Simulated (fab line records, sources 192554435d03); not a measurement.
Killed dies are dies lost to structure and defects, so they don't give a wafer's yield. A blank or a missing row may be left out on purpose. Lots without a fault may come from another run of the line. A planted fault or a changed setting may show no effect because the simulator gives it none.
Which tool did it? | flow n5_finfet | 24 lots, 72 wafers sampled, at 4 steps of a route of 1938

WHAT THE GAUGES READ, wafer by wafer
N5_BEOL_M0_OCD_MEAS_108. Usual: trench_depth_nm 32.7 nm, standard deviation 0.63.
lot  | measured     | on     | trench_depth_nm (nm) | flag
L074 | day 5 22:55  | ocd-01 | 32.2 32.7 33.2       |
L075 | day 6 05:27  | ocd-01 | 32.4 32.1 33.0       |
L076 | day 6 08:33  | ocd-02 | 32.5 32.8 33.1       |
L077 | day 6 12:37  | ocd-02 | 32.0 33.4 32.8       |
L078 | day 7 00:38  | ocd-02 | 33.5 33.2 33.0       |
L079 | day 7 00:47  | ocd-01 | 33.0 32.7 33.5       |
L081 | day 7 17:43  | ocd-01 | 32.0 31.8 32.7       |
L080 | day 7 18:17  | ocd-01 | 33.5 32.2 32.3       |
L082 | day 7 20:02  | ocd-02 | 33.0 33.2 32.8       |
L083 | day 8 04:31  | ocd-02 | 33.9 33.1 32.0       |
L084 | day 8 14:34  | ocd-01 | 33.5 32.1 33.6       |
L085 | day 8 17:47  | ocd-01 | 32.9 33.8 31.4       |
L086 | day 9 04:25  | ocd-02 | 32.3 32.3 32.5       |
L087 | day 9 11:47  | ocd-01 | 33.1 31.2 33.2       |
L089 | day 9 20:56  | ocd-02 | 32.6 32.2 32.4       |
L088 | day 9 21:17  | ocd-01 | 32.2 32.2 32.2       |
L090 | day 10 07:11 | ocd-01 | 32.9 33.1 32.6       |
L091 | day 10 07:19 | ocd-02 | 33.0 31.6 33.1       |
L092 | day 10 12:43 | ocd-01 | 32.8 32.1 32.4       |
L093 | day 10 22:50 | ocd-02 | 32.1 32.1 32.0       |
L094 | day 10 23:10 | ocd-01 | 32.6 32.9 32.9       |
L095 | day 11 02:16 | ocd-02 | 31.7 32.0 32.0       |
L096 | day 11 14:44 | ocd-01 | 33.2 33.9 32.1       |
L097 | day 12 02:19 | ocd-02 | 33.0 33.5 34.0       |

N5_BEOL_M1_CD_MEAS_11: target cd 17.05 nm. Usual: cd_nm 17.02 nm, standard deviation 0.24.
lot  | measured     | on        | cd_nm (nm)        | flag
L074 | day 6 03:10  | cd_sem-02 | 17.11 16.68 16.81 |
L075 | day 6 12:41  | cd_sem-01 | 16.80 16.73 16.89 |
L076 | day 6 13:18  | cd_sem-02 | 17.22 17.05 17.04 |
L077 | day 6 17:13  | cd_sem-02 | 17.05 16.69 16.50 |
L078 | day 7 05:45  | cd_sem-03 | 17.04 17.11 17.24 |
L079 | day 7 05:58  | cd_sem-02 | 17.02 16.86 17.24 |
L081 | day 8 00:40  | cd_sem-01 | 17.05 16.90 16.76 |
L080 | day 8 00:59  | cd_sem-01 | 16.55 17.60 16.87 |
L082 | day 8 02:05  | cd_sem-01 | 16.59 16.93 17.27 |
L083 | day 8 11:38  | cd_sem-02 | 16.96 17.22 17.11 |
L084 | day 8 20:20  | cd_sem-02 | 16.99 16.69 16.86 |
L085 | day 8 22:33  | cd_sem-03 | 17.19 17.38 17.27 |
L086 | day 9 11:13  | cd_sem-01 | 16.96 17.70 16.93 |
L087 | day 9 16:57  | cd_sem-03 | 17.20 17.14 16.77 |
L089 | day 10 01:37 | cd_sem-02 | 17.08 17.40 16.86 |
L088 | day 10 01:47 | cd_sem-02 | 17.39 17.10 16.96 |
L090 | day 10 14:05 | cd_sem-02 | 16.92 17.14 16.81 |
L091 | day 10 16:59 | cd_sem-03 | 16.71 17.06 16.96 |
L092 | day 10 18:39 | cd_sem-01 | 16.76 16.88 17.07 |
L093 | day 11 02:53 | cd_sem-01 | 17.32 17.27 17.79 |
L094 | day 11 03:10 | cd_sem-01 | 17.12 17.53 17.04 |
L095 | day 11 07:39 | cd_sem-02 | 17.03 17.07 16.96 |
L096 | day 11 20:43 | cd_sem-01 | 16.83 17.05 16.57 |
L097 | day 12 05:58 | cd_sem-01 | 17.10 16.92 17.03 |

WHICH TOOL RAN EACH LOT (tool, then ch and the chambers of the sampled wafers, then the start)
lot  | N5_BEOL_M0_TRENCH_ETCH_107         | N5_BEOL_M0_ANNEAL_119
L074 | rie_diel-06 ch 0,1, day 5 22:49    | rtp_anneal-02 ch 0, day 6 01:31
L075 | rie_diel-02 ch 2,3, day 6 05:21    | rtp_anneal-02 ch 0, day 6 09:20
L076 | rie_diel-01 ch 1,2, day 6 08:26    | rtp_anneal-02 ch 0, day 6 11:02
L077 | rie_diel-01 ch 0,1,2, day 6 12:31  | rtp_anneal-02 ch 0, day 6 14:56
L078 | rie_diel-06 ch 1,2,3, day 7 00:32  | rtp_anneal-01 ch 0, day 7 02:44
L079 | rie_diel-06 ch 1,3, day 7 00:41    | rtp_anneal-02 ch 0, day 7 02:44
L081 | rie_diel-01 ch 0,2, day 7 17:37    | rtp_anneal-02 ch 0, day 7 20:09
L080 | rie_diel-02 ch 0,1,2, day 7 18:10  | rtp_anneal-02 ch 0, day 7 20:41
L082 | rie_diel-06 ch 0,1, day 7 19:56    | rtp_anneal-01 ch 0, day 8 00:07
L083 | rie_diel-06 ch 1,2,3, day 8 04:25  | rtp_anneal-02 ch 0, day 8 08:26
L084 | rie_diel-06 ch 0,1, day 8 14:27    | rtp_anneal-02 ch 0, day 8 18:38
L085 | rie_diel-01 ch 0,2,3, day 8 17:40  | rtp_anneal-02 ch 0, day 8 19:59
L086 | rie_diel-02 ch 2,3, day 9 04:18    | rtp_anneal-02 ch 0, day 9 08:07
L087 | rie_diel-01 ch 0,2, day 9 11:41    | rtp_anneal-02 ch 0, day 9 15:07
L089 | rie_diel-02 ch 0,2,3, day 9 20:50  | rtp_anneal-02 ch 0, day 9 23:41
L088 | rie_diel-02 ch 0,3, day 9 21:11    | rtp_anneal-01 ch 0, day 9 23:50
L090 | rie_diel-06 ch 0,1,2, day 10 07:04 | rtp_anneal-01 ch 0, day 10 11:51
L091 | rie_diel-01 ch 0,1,3, day 10 07:13 | rtp_anneal-02 ch 0, day 10 12:17
L092 | rie_diel-02 ch 0,2,3, day 10 12:37 | rtp_anneal-01 ch 0, day 10 16:35
L093 | rie_diel-02 ch 0,2, day 10 22:44   | rtp_anneal-02 ch 0, day 11 00:44
L094 | rie_diel-06 ch 0,1,2, day 10 23:03 | rtp_anneal-01 ch 0, day 11 01:16
L095 | rie_diel-02 ch 0,3, day 11 02:09   | rtp_anneal-02 ch 0, day 11 04:50
L096 | rie_diel-06 ch 1,2,3, day 11 14:37 | rtp_anneal-01 ch 0, day 11 17:16
L097 | rie_diel-06 ch 0,3, day 12 02:13   | rtp_anneal-01 ch 0, day 12 04:06
- N5_BEOL_M0_TRENCH_ETCH_107: etches SiOC in C4F6/O2, target depth 32.8 nm, time 16.4 s.
- N5_BEOL_M0_ANNEAL_119: time 90 s.

WHAT THE TOOLS THEMSELVES READ (means of the sampled wafers that have a number; where no wafer has one, the mark that the record gives instead)
N5_BEOL_M0_TRENCH_ETCH_107. Usual: drypump_motor_current_A 5.6 A, standard deviation 0.51; oes_product_au 0.82 a.u., standard deviation 0.11; rf_vpp_V 660 V, standard deviation 12; showerhead_plenum_p_Torr 2.83 Torr, standard deviation 0.11; throttle_valve_pct 20.78 %, standard deviation 0.21.
lot  | tool        | drypump_motor_current_A (A) | oes_product_au (a.u.) | rf_vpp_V (V) | showerhead_plenum_p_Torr (Torr) | throttle_valve_pct (%) | flag
L074 | rie_diel-06 | 5.1                         | 0.78                  | 664          | 2.82                            | 20.77                  |
L075 | rie_diel-02 | 6.2                         | 0.69                  | 654          | 2.70                            | 20.74                  |
L076 | rie_diel-01 | 6.2                         | 0.69                  | 663          | 2.80                            | 21.09                  |
L077 | rie_diel-01 | 6.0                         | 0.73                  | 661          | 2.83                            | 20.98                  |
L078 | rie_diel-06 | 5.2                         | 0.89                  | 667          | 2.85                            | 20.69                  |
L079 | rie_diel-06 | 5.2                         | 0.91                  | 665          | 2.82                            | 20.48                  |
L081 | rie_diel-01 | 5.7                         | 0.74                  | 659          | 2.85                            | 20.88                  |
L080 | rie_diel-02 | 5.5                         | 0.80                  | 659          | 2.81                            | 20.86                  |
L082 | rie_diel-06 | 5.4                         | 0.93                  | 653          | 2.97                            | 20.64                  |
L083 | rie_diel-06 | 5.2                         | 0.86                  | 666          | 2.84                            | 20.71                  |
L084 | rie_diel-06 | 5.4                         | 0.91                  | 654          | 2.97                            | 20.65                  |
L085 | rie_diel-01 | 5.7                         | 0.89                  | 661          | 2.83                            | 20.73                  |
L086 | rie_diel-02 | 6.1                         | 0.77                  | 658          | 2.81                            | 20.63                  |
L087 | rie_diel-01 | 5.4                         | 0.90                  | 666          | 2.82                            | 20.54                  |
L089 | rie_diel-02 | 5.9                         | 0.78                  | 656          | 2.80                            | 20.73                  |
L088 | rie_diel-02 | 5.9                         | 0.70                  | 649          | 2.69                            | 20.76                  |
L090 | rie_diel-06 | 5.3                         | 0.85                  | 661          | 2.91                            | 20.80                  |
L091 | rie_diel-01 | 6.3                         | 0.85                  | 654          | 2.82                            | 20.95                  |
L092 | rie_diel-02 | 5.9                         | 0.76                  | 656          | 2.80                            | 20.75                  |
L093 | rie_diel-02 | 5.5                         | 0.83                  | 661          | 2.91                            | 20.81                  |
L094 | rie_diel-06 | 5.3                         | 0.84                  | 661          | 2.91                            | 20.80                  |
L095 | rie_diel-02 | 5.9                         | 0.69                  | 648          | 2.69                            | 20.77                  |
L096 | rie_diel-06 | 5.2                         | 0.83                  | 666          | 2.83                            | 20.74                  |
L097 | rie_diel-06 | 5.4                         | 0.90                  | 645          | 2.93                            | 20.62                  |

N5_BEOL_M0_ANNEAL_119. Usual: wafer_temp_C_max 226.0, standard deviation 0.7.
lot  | tool          | wafer_temp_C_max | flag
L074 | rtp_anneal-02 | 225.6            |
L075 | rtp_anneal-02 | 225.7            |
L076 | rtp_anneal-02 | 225.4            |
L077 | rtp_anneal-02 | 225.4            |
L078 | rtp_anneal-01 | 227.2            |
L079 | rtp_anneal-02 | 225.5            |
L081 | rtp_anneal-02 | 225.5            |
L080 | rtp_anneal-02 | 225.4            |
L082 | rtp_anneal-01 | 227.3            |
L083 | rtp_anneal-02 | 225.6            |
L084 | rtp_anneal-02 | 225.4            |
L085 | rtp_anneal-02 | 225.7            |
L086 | rtp_anneal-02 | 225.5            |
L087 | rtp_anneal-02 | 225.7            |
L089 | rtp_anneal-02 | 225.6            |
L088 | rtp_anneal-01 | 226.6            |
L090 | rtp_anneal-01 | 227.0            |
L091 | rtp_anneal-02 | 225.6            |
L092 | rtp_anneal-01 | 226.7            |
L093 | rtp_anneal-02 | 225.6            |
L094 | rtp_anneal-01 | 227.0            |
L095 | rtp_anneal-02 | 225.4            |
L096 | rtp_anneal-01 | 227.1            |
L097 | rtp_anneal-01 | 226.9            |

THE ANSWER, worked out from the rows above alone
Rule: a lot is off if the mean of its wafers that have a number lies more than 3 standard deviations from the usual mean. A lot without any number at a reading at which 4 lots or more have one is off too. The other lots that the step has rows for count as sound. The gauges are gone through in route order, then the tools' own readings, and for those a lot's mean is taken as printed above. The first step at which some lot is off is used, and at that step the reading that is off furthest; a lot without a number counts as furthest.
No lot is off at any reading shown: from this, nothing can be told.

WHAT THE SIMULATOR HAD PUT IN
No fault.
